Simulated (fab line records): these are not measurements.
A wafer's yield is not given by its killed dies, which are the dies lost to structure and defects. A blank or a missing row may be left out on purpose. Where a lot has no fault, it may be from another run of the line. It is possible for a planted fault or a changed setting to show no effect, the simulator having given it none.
fab line records	flow n5-finfet
[record] lots = 12	wafers = 36	last-day = 17
route steps=1938 shown WELL_APT@55 PMOS_HMC_CHANNEL_EPI@57 FIN_SAQP@94 PASSIVATION@1936
lots untouched by any fault: they come from a run of this same line in which no faults occurred
start-h: hours from the record's first day to the start of the lot's first wafer shown	wait-h: time in hours since the lot's previous step	" same as the row above	L1.1+2: a single row standing in for several wafers	- no value, or no start given	* or withheld: withheld	< > ~ a bound
route shown NAME@n: NAME is a module with steps in the file, n the number in the route of the first one	usual: mean/standard deviation taken from wafers without a fault	same: alike in all rows	chamber/n: place in a boat	sites: each site's reading	_std_site: their standard deviation	_edge_site: mean of outer sites minus mean of inner sites	radius-mm: how far each site lies from the wafer's centre	mask NAME#n: copy n	behind: tool/chamber where the wafer was last shaped	hold: why the lot was held/for how many hours/how that ended	device: the n, p or np transistor that did not switch	end of line: at the end of the route, the tests of the same wafers	a step without rows: its recipe alone	killed: not the wafer's yield, but the dies lost to structure and defects at the first sort	map: a wafer's dies, marking killed ones x, the rest . and places with no die _
set.NAME: the setting as run; set.NAME@STEP: as run at that earlier step	model.NAME: the simulator's own value behind a step, which no gauge read
one table for each step of the route and one row for each wafer, over a sample of lots
services: a tool's chamber out of use, with start hour (start-h, from the record's first day; less than 0 if before it), hours out, and reason
[[steps]]
[step N5_WELL_APT_EPI_41]
[recipe] material = Si	target-thk-a = 500	temp-c = 650	precursor = SiH4/H2	pressure-torr = 20	time-s = 297.7
[usual] chamber-pressure-Torr = 20.00/0.044	throttle-valve-pct = 11.2/0.61
[same] time-s = 297.7
lot.wafer	tool	chamber	start-h	wait-h	chamber-pressure-Torr	throttle-valve-pct
L220.1	epi-rpcvd-04	0	16.71	0.0	20.01	11.9
L220.2	"	0	"	"	19.97	11.9
L220.5	"	0	"	"	19.96	11.7
L221.1	epi-rpcvd-01	0	21.95	0.0	19.95	10.7
L221.2	"	0	"	"	19.95	10.6
L221.3	"	0	"	"	20.05	10.6
L223.2	epi-rpcvd-04	0	34.19	0.2	20.06	12.1
L223.3	"	0	"	"	19.98	11.9
L223.5	"	0	"	"	19.99	11.7
L228.1	epi-rpcvd-02	0	65.94	0.0	20.03	11.0
L228.2	"	0	"	"	19.93	11.1
L228.6	"	0	"	"	20.03	11.1
L229.2	epi-rpcvd-04	0	70.63	0.2	19.98	11.9
L229.4	"	0	"	"	20.02	11.9
L229.6	"	0	"	"	20.06	11.9
L230.1	epi-rpcvd-01	0	75.86	0.0	20.03	10.6
L230.2	"	0	"	"	19.98	10.6
L230.6	"	0	"	"	20.04	10.6
L231.1	epi-rpcvd-04	0	83.24	0.0	19.97	11.9
L231.5	"	0	"	"	20.01	11.9
L231.6	"	0	"	"	19.95	12.0
L232.1	epi-rpcvd-04	0	88.46	0.0	19.91	11.8
L232.2	"	0	"	"	19.95	12.1
L232.4	"	0	"	"	19.96	11.9
L235.1	epi-rpcvd-01	0	106.89	0.0	20.00	10.6
L235.3	"	0	"	"	19.98	10.7
L235.4	"	0	"	"	20.02	10.7
L240.1	epi-rpcvd-04	0	136.28	0.0	20.02	11.9
L240.2	"	0	"	"	20.02	11.9
L240.6	"	0	"	"	20.08	11.6
L241.3	epi-rpcvd-01	0	142.95	0.5	20.02	10.8
L241.5	"	0	"	"	19.98	10.5
L241.6	"	0	"	"	19.99	10.5
L243.1	epi-rpcvd-01	0	154.27	0.0	19.94	10.4
L243.2	"	0	"	"	19.98	10.8
L243.3	"	0	"	"	19.97	10.5
[step N5_PMOS_HMC_CHANNEL_EPI_HM_DEP_34]
[recipe] material = SiO2	target-thk-a = 360	temp-c = 400	precursor = TEOS/O2	pressure-torr = 6.5	rf-w = 900	teos-flow-sccm = 161.4	gas = O2	flow-sccm = 2650	time-s = 6.9
[usual] chamber-pressure-Torr = 6.500/0.016	heater-power-w = 566/150	showerhead-plenum-p-Torr = 8.35/0.042	throttle-valve-pct = 18.2/0.91
[same] time-s = 6.9
lot.wafer	tool	chamber	start-h	wait-h	chamber-pressure-Torr	heater-power-w	showerhead-plenum-p-Torr	throttle-valve-pct
L220.1	pecvd-02	2	17.59	0.0	6.501	785	8.36	16.3
L220.2	"	1	"	"	6.510	472	8.37	19.1
L220.5	"	0	"	"	6.515	382	8.41	18.4
L221.1	pecvd-02	0	22.62	0.0	6.483	396	8.39	18.4
L221.2	"	1	"	"	6.463	540	8.33	19.4
L221.3	"	2	"	"	6.520	697	8.35	16.3
L223.2	pecvd-03	1	34.93	0.0	6.504	697	8.32	19.7
L223.3	"	0	"	"	6.506	547	8.41	18.1
L223.5	"	1	"	"	6.496	708	8.30	19.4
L228.1	pecvd-02	1	66.81	0.0	6.479	509	8.36	19.0
L228.2	"	0	"	"	6.504	455	8.40	18.7
L228.6	"	1	"	"	6.501	510	8.36	19.0
L229.2	pecvd-04	1	71.37	0.0	6.502	725	8.37	18.3
L229.4	"	0	"	"	6.517	349	8.40	17.7
L229.6	"	1	"	"	6.484	720	8.36	17.9
L230.1	pecvd-03	0	76.73	0.0	6.511	532	8.40	18.0
L230.2	"	2	"	"	6.506	764	8.35	17.8
L230.6	"	2	"	"	6.524	760	8.34	17.4
L231.1	pecvd-04	0	83.91	0.0	6.471	284	8.37	17.6
L231.5	"	0	"	"	6.500	280	8.37	17.5
L231.6	"	2	"	"	6.500	424	8.24	18.2
L232.1	pecvd-02	1	89.13	0.0	6.521	551	8.35	19.3
L232.2	"	2	"	"	6.490	682	8.36	16.3
L232.4	"	0	"	"	6.505	455	8.41	18.4
L235.1	pecvd-04	0	107.77	0.0	6.500	278	8.38	17.7
L235.3	"	1	"	"	6.518	717	8.35	18.1
L235.4	"	2	"	"	6.470	418	8.24	17.7
L240.1	pecvd-02	0	136.95	0.0	6.490	454	8.42	18.6
L240.2	"	2	"	"	6.517	758	8.34	16.7
L240.6	"	2	"	"	6.530	754	8.36	16.6
L241.3	pecvd-03	1	143.97	0.0	6.518	692	8.34	19.4
L241.5	"	1	"	"	6.513	696	8.31	19.4
L241.6	"	0	"	"	6.489	473	8.39	18.1
L243.1	pecvd-02	1	155.16	0.0	6.496	426	8.37	19.2
L243.2	"	2	"	"	6.507	758	8.37	16.5
L243.3	"	0	"	"	6.514	396	8.39	18.7
[step N5_PMOS_HMC_CHANNEL_EPI_CMP_21]
[recipe] material = SiGe30	post-cmp-clean = alkaline-brush	target-thk-nm = 54
[usual] motor-current-A = 12.5/1.3
lot.wafer	tool	chamber	start-h	wait-h	motor-current-A
L220.2	cmp-01	0	20.18	0.1	11.9
L220.1	"	2	"	"	11.4
L220.5	"	3	"	"	11.7
L221.3	cmp-01	1	25.03	0.1	10.5
L221.1	"	2	"	"	10.9
L221.2	"	3	"	"	11.5
L223.2	cmp-01	1	37.38	0.0	10.4
L223.3	"	0	"	"	12.3
L223.5	"	2	"	"	12.4
L228.2	cmp-02	3	69.75	0.0	12.8
L228.1	"	2	"	"	15.1
L228.6	"	0	"	"	14.0
L229.4	cmp-04	3	74.68	0.1	13.2
L229.2	"	0	"	"	10.4
L229.6	"	2	"	"	11.9
L230.2	cmp-02	1	79.71	0.0	12.0
L230.1	"	2	"	"	14.5
L230.6	"	1	"	"	12.1
L231.1	cmp-01	2	88.28	0.1	11.9
L231.5	"	1	"	"	10.7
L231.6	"	2	"	"	11.2
L232.2	cmp-04	3	91.85	0.0	13.9
L232.4	"	0	"	"	11.1
L232.1	"	2	"	"	12.5
L235.4	cmp-02	3	110.44	0.1	12.3
L235.3	"	0	"	"	15.0
L235.1	"	1	"	"	12.2
L240.2	cmp-04	3	139.89	0.0	14.0
L240.1	"	2	"	"	11.6
L240.6	"	0	"	"	10.9
L241.3	cmp-01	0	147.38	0.1	11.4
L241.6	"	1	"	"	10.2
L241.5	"	2	"	"	11.2
L243.3	cmp-02	0	160.08	0.0	13.4
L243.2	"	1	"	"	12.1
L243.1	"	2	"	"	13.8
[step N5_FIN_SAQP_ALD_61]
[recipe] material = SiO2	target-thk-a = 40	temp-c = 300	ald-precursor-family = BDEAS	ald-co-reactant = O2-plasma	pulse-time-s = 1	purge-time-s = 2	co-reactant-purge-time-s = 2	ald-cycles = 43	pressure-torr = 2
[usual] ald-cycles = 43/0	chamber-pressure-Torr = 2.000/0.0038	heater-power-w = 472/39	precursor-pulse-height-rel = 1.001/0.021
lot.wafer	tool	chamber	start-h	wait-h	ald-cycles	chamber-pressure-Torr	heater-power-w	precursor-pulse-height-rel
L220.1	ald-sin-04	1	21.30	0.0	43	1.996	478	0.979
L220.2	"	2	"	"	43	1.998	474	1.024
L220.5	"	2	"	"	43	1.998	461	1.027
L221.1	ald-sin-03	2	26.27	0.2	43	1.995	475	1.006
L221.2	"	1	"	"	43	1.995	509	0.975
L221.3	"	0	"	"	43	1.992	428	0.996
L223.2	ald-sin-02	2	38.40	0.1	43	2.005	485	0.989
L223.3	"	0	"	"	43	2.002	413	1.030
L223.5	"	3	"	"	43	2.006	394	1.001
L228.1	ald-sin-02	0	70.74	0.0	43	2.009	421	0.965
L228.2	"	1	"	"	43	1.999	523	0.999
L228.6	"	3	"	"	43	2.000	390	1.010
L229.2	ald-sin-03	0	75.65	0.0	43	2.001	432	0.991
L229.4	"	3	"	"	43	2.000	503	0.996
L229.6	"	3	"	"	43	2.001	510	0.997
L230.1	ald-sin-02	2	80.73	0.0	43	2.004	474	0.974
L230.2	"	0	"	"	43	2.006	416	0.983
L230.6	"	0	"	"	43	2.005	426	1.016
L231.1	ald-sin-03	2	89.55	0.0	43	2.003	490	1.002
L231.5	"	0	"	"	43	2.001	426	0.968
L231.6	"	3	"	"	43	2.001	521	1.043
L232.1	ald-sin-03	3	95.38	2.0	43	2.004	528	0.961
L232.2	"	2	"	"	43	1.999	495	1.000
L232.4	"	0	"	"	43	1.999	418	1.005
L235.1	ald-sin-04	0	112.87	1.2	43	1.998	475	0.995
L235.3	"	3	"	"	43	1.999	453	1.015
L235.4	"	2	"	"	43	1.994	469	0.972
L240.1	ald-sin-02	3	140.93	0.0	43	2.003	393	1.005
L240.2	"	2	"	"	43	1.999	501	0.988
L240.6	"	3	"	"	43	2.002	394	1.040
L241.3	ald-sin-03	1	148.40	0.0	43	1.997	505	0.999
L241.5	"	1	"	"	44	2.005	516	1.043
L241.6	"	2	"	"	43	1.998	481	0.998
L243.1	ald-sin-04	2	161.78	0.8	43	2.004	466	0.989
L243.2	"	0	"	"	43	2.010	477	1.020
L243.3	"	3	"	"	43	2.002	448	1.019
[step N5_PASSIVATION_PROBE_49]
[usual] killed_at_M0_to_M3 = 34/11	killed_at_M4_up = 14/5.7	killed-at-contacts = 14/6.9	killed-at-front-end = 40/11	killed-at-other = 4/3.1	killed-dies = 105/17	killed-open = 70/13	killed-short = 34/7.6
[same] gross-dies = 1180	killed-at-back-side = 0
lot.wafer	tool	chamber	start-h	wait-h	killed_at_M0_to_M3	killed_at_M4_up	killed-at-contacts	killed-at-front-end	killed-at-other	killed-dies	killed-open	killed-short
L220.1	prober-02	-	266.81	0.0	32	23	14	30	4	103	72	30
L220.2	prober-02	-	266.86	0.1	35	13	8	49	2	107	61	45
L220.5	prober-02	-	267.01	0.2	33	9	17	39	6	104	64	40
L221.1	prober-02	-	278.40	0.0	17	20	24	53	4	118	86	30
L221.2	prober-02	-	278.45	0.1	20	9	17	35	0	81	51	28
L221.3	prober-02	-	278.50	0.1	43	7	11	40	1	102	62	38
L223.2	prober-01	-	284.88	0.1	48	16	7	48	1	120	77	38
L223.3	prober-01	-	284.93	0.1	57	20	3	31	4	115	73	39
L223.5	prober-01	-	285.03	0.2	35	21	4	42	1	103	69	30
L230.1	prober-01	-	329.17	0.0	35	11	15	36	0	97	67	28
L230.2	prober-01	-	329.22	0.1	35	12	9	18	2	76	57	19
L230.6	prober-01	-	329.42	0.3	33	14	9	60	3	119	83	31
L228.1	prober-02	-	330.35	0.0	26	15	12	47	8	108	72	36
L228.2	prober-02	-	330.40	0.1	38	8	17	47	5	115	79	36
L228.6	prober-02	-	330.60	0.3	42	11	22	39	11	125	88	36
L229.2	prober-02	-	331.62	0.1	44	17	35	44	6	146	118	27
L229.4	prober-02	-	331.72	0.2	33	13	29	40	3	118	74	43
L229.6	prober-02	-	331.82	0.3	37	13	11	42	8	111	85	26
L231.1	prober-01	-	343.49	0.0	23	6	20	52	2	103	71	32
L231.5	prober-01	-	343.69	0.2	47	9	18	24	5	103	66	36
L231.6	prober-01	-	343.74	0.3	22	12	14	55	8	111	72	39
L235.1	prober-01	-	358.83	0.0	38	21	13	41	0	113	77	35
L235.3	prober-01	-	358.93	0.1	31	8	5	26	4	74	43	30
L235.4	prober-01	-	358.98	0.2	23	16	6	28	1	74	47	27
L232.1	prober-01	-	362.11	0.0	38	12	10	27	5	92	67	23
L232.2	prober-01	-	362.16	0.1	35	10	13	35	0	93	65	26
L232.4	prober-01	-	362.26	0.2	47	14	8	31	2	102	72	30
L240.1	prober-02	-	409.63	0.0	54	8	14	31	7	114	74	38
L240.2	prober-02	-	409.68	0.1	50	10	10	35	5	110	78	32
L240.6	prober-02	-	409.88	0.3	60	12	10	33	10	125	83	42
L243.1	prober-02	-	410.95	0.0	28	15	13	36	0	92	61	29
L243.2	prober-02	-	411.00	0.1	38	24	21	35	1	119	78	38
L243.3	prober-02	-	411.05	0.1	33	10	14	66	1	124	85	38
L241.3	prober-01	-	411.07	0.1	29	7	15	38	5	94	58	34
L241.5	prober-01	-	411.17	0.2	32	5	19	47	5	108	72	35
L241.6	prober-01	-	411.22	0.3	34	9	36	45	7	131	100	31
// killed by level:class
L220.1 BEOL_M4:geometric-particle:open=11 MOL_CONTACT_COAG:geometric-particle:open=10 BEOL_M3:geometric-particle:open=8 STI_FIN_REVEAL:geometric-particle:open=8 FIN_SAQP:geometric-particle:short=5 BEOL_M0_SAQP:geometric-particle:short=5 STARTING-WAFER:geometric-particle:open=5 GATE_CUT:geometric-particle:short=4
L220.2 FIN_SAQP:geometric-particle:open=12 BEOL_M0_SAQP:geometric-particle:short=10 FIN_SAQP:geometric-particle:short=9 MOL_CONTACT_COAG:geometric-particle:open=8 BEOL_M0_SAQP:geometric-particle:open=8 STI_FIN_REVEAL:geometric-particle:open=6 BEOL_M3:geometric-particle:short=6 BEOL_M1:geometric-particle:open=5
L220.5 MOL_CONTACT_COAG:geometric-particle:open=14 STI_FIN_REVEAL:geometric-particle:open=10 BEOL_M3:geometric-particle:short=9 FIN_SAQP:geometric-particle:short=6 BEOL_M0_SAQP:geometric-particle:short=6 BEOL_M0_SAQP:geometric-particle:open=6 BEOL_M3:geometric-particle:open=5 BEOL_M4:geometric-particle:open=5
L221.1 MOL_CONTACT_COAG:geometric-particle:open=19 FIN_SAQP:geometric-particle:short=11 DUMMY_GATE:geometric-particle:open=11 STI_FIN_REVEAL:geometric-particle:open=10 FIN_SAQP:geometric-particle:open=9 BEOL_M1:geometric-particle:open=8 BEOL_M4:geometric-particle:open=7 MOL_CONTACT_COAG:geometric-particle:short=5
L221.2 MOL_CONTACT_COAG:geometric-particle:open=13 FIN_SAQP:geometric-particle:short=7 BEOL_M0_SAQP:geometric-particle:open=7 BEOL_M0_SAQP:geometric-particle:short=6 STARTING-WAFER:geometric-particle:open=6 DUMMY_GATE:geometric-particle:open=4 GATE_CUT:geometric-particle:short=4 MOL_CONTACT_COAG:geometric-particle:short=4
L221.3 FIN_SAQP:geometric-particle:open=12 BEOL_M2:geometric-particle:short=10 BEOL_M2:geometric-particle:open=7 FIN_SAQP:geometric-particle:short=6 BEOL_M0_SAQP:geometric-particle:short=6 MOL_CONTACT_COAG:geometric-particle:open=6 BEOL_M1:geometric-particle:open=6 BEOL_M4:geometric-particle:open=6
L223.2 FIN_SAQP:geometric-particle:open=15 BEOL_M0_SAQP:geometric-particle:short=12 FIN_SAQP:geometric-particle:short=9 DUMMY_GATE:geometric-particle:open=9 BEOL_M1:geometric-particle:open=7 BEOL_M0_SAQP:geometric-particle:open=7 BEOL_M0:geometric-particle:open=7 BEOL_M3:geometric-particle:open=6
L223.3 BEOL_M0_SAQP:geometric-particle:short=15 BEOL_M0_SAQP:geometric-particle:open=12 BEOL_M3:geometric-particle:open=9 FIN_SAQP:geometric-particle:open=8 BEOL_M4:geometric-particle:open=8 DUMMY_GATE:geometric-particle:open=8 BEOL_M1:geometric-particle:open=8 BEOL_M4:geometric-particle:short=6
L223.5 FIN_SAQP:geometric-particle:open=13 BEOL_M0_SAQP:geometric-particle:open=11 BEOL_M4:geometric-particle:open=10 STI_FIN_REVEAL:geometric-particle:open=9 FIN_SAQP:geometric-particle:short=6 BEOL_M1:geometric-particle:open=6 DUMMY_GATE:geometric-particle:open=5 BEOL_M0_SAQP:geometric-particle:short=5
L230.1 STI_FIN_REVEAL:geometric-particle:open=13 BEOL_M3:geometric-particle:open=12 MOL_CONTACT_COAG:geometric-particle:open=11 BEOL_M0:geometric-particle:open=7 GATE_CUT:geometric-particle:short=5 MOL_CONTACT_COAG:geometric-particle:short=4 BEOL_M1:geometric-particle:open=4 FIN_SAQP:geometric-particle:open=3
L230.2 BEOL_M2:geometric-particle:open=15 MOL_CONTACT_COAG:geometric-particle:open=8 FIN_SAQP:geometric-particle:short=6 BEOL_M3:geometric-particle:open=6 BEOL_M0_SAQP:geometric-particle:open=5 BEOL_M4:geometric-particle:open=5 BEOL_M0_SAQP:geometric-particle:short=4 GATE_CUT:geometric-particle:short=3
L230.6 BEOL_M2:geometric-particle:open=16 FIN_SAQP:geometric-particle:open=13 STI_FIN_REVEAL:geometric-particle:open=13 MOL_CONTACT_COAG:geometric-particle:open=8 BEOL_M0_SAQP:geometric-particle:short=6 BEOL_M3:geometric-particle:open=6 STARTING-WAFER:geometric-particle:open=5 GATE_CUT:geometric-particle:open=5
L228.1 STI_FIN_REVEAL:geometric-particle:open=14 MOL_CONTACT_COAG:geometric-particle:open=10 BEOL_M0_SAQP:geometric-particle:open=9 BEOL_M4:geometric-particle:open=8 FIN_SAQP:geometric-particle:open=7 FIN_SAQP:geometric-particle:short=7 BEOL_M2:geometric-particle:open=5 ILD0:geometric-particle:short=4
L228.2 MOL_CONTACT_COAG:geometric-particle:open=13 BEOL_M3:geometric-particle:open=12 STI_FIN_REVEAL:geometric-particle:open=11 BEOL_M2:geometric-particle:open=10 FIN_SAQP:geometric-particle:open=7 BEOL_M0_SAQP:geometric-particle:short=6 DUMMY_GATE:geometric-particle:open=5 GATE_CUT:geometric-particle:short=5
L228.6 MOL_CONTACT_COAG:geometric-particle:open=17 BEOL_M0:geometric-particle:open=12 STI_FIN_REVEAL:geometric-particle:open=11 BEOL_M1:geometric-particle:open=7 BEOL_M2:geometric-particle:open=7 MIM_TOP_ETCH:geometric-particle:open=6 STI_FIN_REVEAL:geometric-particle:short=5 MOL_CONTACT_COAG:geometric-particle:short=5
L229.2 MOL_CONTACT_COAG:geometric-particle:open=31 FIN_SAQP:geometric-particle:open=15 BEOL_M1:geometric-particle:open=14 BEOL_M4:geometric-particle:open=10 BEOL_M2:geometric-particle:open=9 BEOL_M3:geometric-particle:open=7 FIN_SAQP:geometric-particle:short=6 DUMMY_GATE:geometric-particle:open=6
L229.4 MOL_CONTACT_COAG:geometric-particle:open=22 BEOL_M2:geometric-particle:open=13 FIN_SAQP:geometric-particle:open=8 MOL_CONTACT_COAG:geometric-particle:short=7 FIN_SAQP:geometric-particle:short=6 DUMMY_GATE:geometric-particle:open=6 BEOL_M0_SAQP:geometric-particle:short=5 BEOL_M4:geometric-particle:open=4
L229.6 BEOL_M2:geometric-particle:open=16 BEOL_M1:geometric-particle:open=11 STI_FIN_REVEAL:geometric-particle:open=9 MOL_CONTACT_COAG:geometric-particle:open=9 DUMMY_GATE:geometric-particle:open=6 FIN_SAQP:geometric-particle:open=5 STI_FIN_REVEAL:geometric-particle:short=5 BEOL_M4:geometric-particle:open=5
L231.1 MOL_CONTACT_COAG:geometric-particle:open=13 BEOL_M3:geometric-particle:open=9 FIN_SAQP:geometric-particle:open=8 SPACER0:geometric-particle:open=8 MOL_CONTACT_COAG:geometric-particle:short=7 BEOL_M1:geometric-particle:open=6 GATE_CUT:geometric-particle:short=6 GATE_CUT:geometric-particle:open=6
L231.5 MOL_CONTACT_COAG:geometric-particle:open=15 BEOL_M2:geometric-particle:open=10 BEOL_M0_SAQP:geometric-particle:short=9 BEOL_M0_SAQP:geometric-particle:open=8 BEOL_M3:geometric-particle:open=8 BEOL_M4:geometric-particle:open=6 SPACER0:geometric-particle:short=4 GATE_CUT:geometric-particle:short=4
L231.6 FIN_SAQP:geometric-particle:open=16 GATE_CUT:geometric-particle:short=14 MOL_CONTACT_COAG:geometric-particle:open=13 DUMMY_GATE:geometric-particle:open=7 FIN_SAQP:geometric-particle:short=6 BEOL_M0_SAQP:geometric-particle:short=6 BEOL_M4:geometric-particle:open=6 BEOL_M1:geometric-particle:open=5
L235.1 BEOL_M0_SAQP:geometric-particle:open=12 BEOL_M4:geometric-particle:open=11 MOL_CONTACT_COAG:geometric-particle:open=11 FIN_SAQP:geometric-particle:short=10 BEOL_M0_SAQP:geometric-particle:short=9 FIN_SAQP:geometric-particle:open=8 STI_FIN_REVEAL:geometric-particle:open=6 BEOL_M2:geometric-particle:open=5
L235.3 BEOL_M1:geometric-particle:open=9 FIN_SAQP:geometric-particle:short=6 BEOL_M0_SAQP:geometric-particle:short=6 BEOL_M2:geometric-particle:open=5 STI_FIN_REVEAL:geometric-particle:open=3 ILD0:geometric-particle:short=3 MOL_CONTACT_COAG:geometric-particle:open=3 BEOL_M0_SAQP:geometric-particle:open=3
L235.4 BEOL_M4:geometric-particle:open=10 STI_FIN_REVEAL:geometric-particle:open=8 BEOL_M0_SAQP:geometric-particle:short=7 FIN_SAQP:geometric-particle:open=6 MOL_CONTACT_COAG:geometric-particle:open=6 BEOL_M0_SAQP:geometric-particle:open=6 BEOL_M2:geometric-particle:open=6 GATE_CUT:geometric-particle:short=4
L232.1 BEOL_M2:geometric-particle:open=11 BEOL_M3:geometric-particle:open=10 MOL_CONTACT_COAG:geometric-particle:open=9 BEOL_M4:geometric-particle:open=7 FIN_SAQP:geometric-particle:open=5 FIN_SAQP:geometric-particle:short=4 DUMMY_GATE:geometric-particle:open=4 BEOL_M0_SAQP:geometric-particle:open=4
L232.2 BEOL_M3:geometric-particle:open=11 STI_FIN_REVEAL:geometric-particle:open=10 MOL_CONTACT_COAG:geometric-particle:open=9 BEOL_M0_SAQP:geometric-particle:open=6 BEOL_M1:geometric-particle:open=6 BEOL_M2:geometric-particle:open=5 FIN_SAQP:geometric-particle:short=4 MOL_CONTACT_COAG:geometric-particle:short=4
L232.4 BEOL_M2:geometric-particle:open=24 BEOL_M4:geometric-particle:open=11 FIN_SAQP:geometric-particle:short=9 BEOL_M0_SAQP:geometric-particle:open=8 MOL_CONTACT_COAG:geometric-particle:open=7 DUMMY_GATE:geometric-particle:open=4 GATE_CUT:geometric-particle:short=4 BEOL_M0_SAQP:geometric-particle:short=4
L240.1 BEOL_M0_SAQP:geometric-particle:open=22 BEOL_M0_SAQP:geometric-particle:short=14 STI_FIN_REVEAL:geometric-particle:open=12 MOL_CONTACT_COAG:geometric-particle:open=10 BEOL_M1:geometric-particle:open=7 FIN_SAQP:geometric-particle:short=4 MOL_CONTACT_COAG:geometric-particle:short=4 STI_FIN_REVEAL:geometric-particle:short=3
L240.2 BEOL_M1:geometric-particle:open=14 STI_FIN_REVEAL:geometric-particle:open=13 BEOL_M0_SAQP:geometric-particle:short=10 MOL_CONTACT_COAG:geometric-particle:open=7 BEOL_M0:geometric-particle:open=6 BEOL_M2:geometric-particle:open=6 FIN_SAQP:geometric-particle:short=5 BEOL_M0_SAQP:geometric-particle:open=5
L240.6 BEOL_M0_SAQP:geometric-particle:open=22 BEOL_M0_SAQP:geometric-particle:short=14 STI_FIN_REVEAL:geometric-particle:open=11 BEOL_M1:geometric-particle:open=11 MOL_CONTACT_COAG:geometric-particle:open=7 BEOL_M3:geometric-particle:open=6 BEOL_M4:geometric-particle:open=5 GATE_CUT:geometric-particle:short=5
L243.1 MOL_CONTACT_COAG:geometric-particle:open=11 FIN_SAQP:geometric-particle:open=9 BEOL_M1:geometric-particle:open=9 BEOL_M4:geometric-particle:open=6 FIN_SAQP:geometric-particle:short=5 GATE_CUT:geometric-particle:short=5 STI_FIN_REVEAL:geometric-particle:open=4 DUMMY_GATE:geometric-particle:open=4
L243.2 MOL_CONTACT_COAG:geometric-particle:open=14 BEOL_M0_SAQP:geometric-particle:open=11 BEOL_M4:geometric-particle:open=11 FIN_SAQP:geometric-particle:short=9 FIN_SAQP:geometric-particle:open=8 BEOL_M0_SAQP:geometric-particle:short=8 MOL_CONTACT_COAG:geometric-particle:short=7 BEOL_M3:geometric-particle:open=7
L243.3 STI_FIN_REVEAL:geometric-particle:open=27 MOL_CONTACT_COAG:geometric-particle:open=13 FIN_SAQP:geometric-particle:short=11 FIN_SAQP:geometric-particle:open=9 STI_FIN_REVEAL:geometric-particle:short=9 BEOL_M2:geometric-particle:open=7 BEOL_M3:geometric-particle:open=6 BEOL_M0_SAQP:geometric-particle:open=4
L241.3 MOL_CONTACT_COAG:geometric-particle:open=13 BEOL_M0_SAQP:geometric-particle:short=10 BEOL_M0_SAQP:geometric-particle:open=9 GATE_CUT:geometric-particle:short=8 STI_FIN_REVEAL:geometric-particle:open=8 STARTING-WAFER:geometric-particle:open=5 DUMMY_GATE:geometric-particle:open=4 BEOL_M2:geometric-particle:open=4
L241.5 MOL_CONTACT_COAG:geometric-particle:open=17 STI_FIN_REVEAL:geometric-particle:open=15 BEOL_M0_SAQP:geometric-particle:short=10 BEOL_M0_SAQP:geometric-particle:open=8 STI_FIN_REVEAL:geometric-particle:short=6 GATE_CUT:geometric-particle:short=6 FIN_SAQP:geometric-particle:open=5 BEOL_M3:geometric-particle:open=5
L241.6 MOL_CONTACT_COAG:geometric-particle:open=33 BEOL_M1:geometric-particle:open=14 STI_FIN_REVEAL:geometric-particle:open=12 FIN_SAQP:geometric-particle:open=10 BEOL_M0_SAQP:geometric-particle:open=8 BEOL_M0_SAQP:geometric-particle:short=6 FIN_SAQP:geometric-particle:short=4 GATE_CUT:geometric-particle:short=4
[[services]]
tool	chamber	start-h	hours	kind
ald-sin-03	-	-5.35	14.0	pm
ald-sin-03	0	-5.35	14.0	vent-cycle
cmp-04	-	3.24	16.5	repair
ald-sin-03	-	15.42	1.7	repair
ald-sin-04	2	15.67	2.9	repair
cmp-02	-	16.22	2.9	repair
epi-rpcvd-02	-	20.16	0.5	pm
cmp-02	-	26.04	0.6	repair
epi-rpcvd-04	-	27.23	0.5	pm
cmp-02	-	36.97	4.7	repair
ald-sin-03	3	41.01	7.4	repair
ald-sin-04	1	44.29	13.1	repair
epi-rpcvd-02	-	45.33	1.3	repair
ald-sin-02	0	52.12	9.3	repair
pecvd-02	2	66.01	7.8	repair
cmp-04	-	75.66	3.8	pm
ald-sin-04	-	80.53	2.8	pm
cmp-01	-	97.63	0.5	repair
cmp-02	-	104.15	4.2	pm
cmp-01	-	104.41	4.0	pm
pecvd-02	0	128.09	4.4	repair
ald-sin-03	2	129.97	7.7	repair
ald-sin-04	-	147.83	1.5	repair
cmp-04	-	156.81	4.5	pm
[[key]]
[first-sign] step = N5_FIN_SAQP_ALD_61	reading = ald-cycles	direction = up	sigmas = 99+	usual = *	struck = *
effect none on later readings
met-at N5_FIN_SAQP_ALD_61
struck-lots L241
struck-wafers L241.5
tester-left-out L241
not-acting-at N5_WELL_APT_EPI_41,N5_PMOS_HMC_CHANNEL_EPI_HM_DEP_34,N5_PMOS_HMC_CHANNEL_EPI_CMP_21
onset-between 95.38 148.40
[fault] kind = process-parameter-drift	tool = ald-sin-03	chamber = -	onset-h = 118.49	steps = N5_FIN_SAQP_ALD_61	channel = ald-cycles	offset = *	shape = step	end-h = 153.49	scope = struck-wafers-only	acts-in = *	stated = *
// tester-left-out: of these lots the tester's yield and bins aren't shown, on N5 and GAA mostly nor the transistor test; their killed dies are dies lost to structure and defects alone, not to doping, threshold or leakage, so they don't give the yield
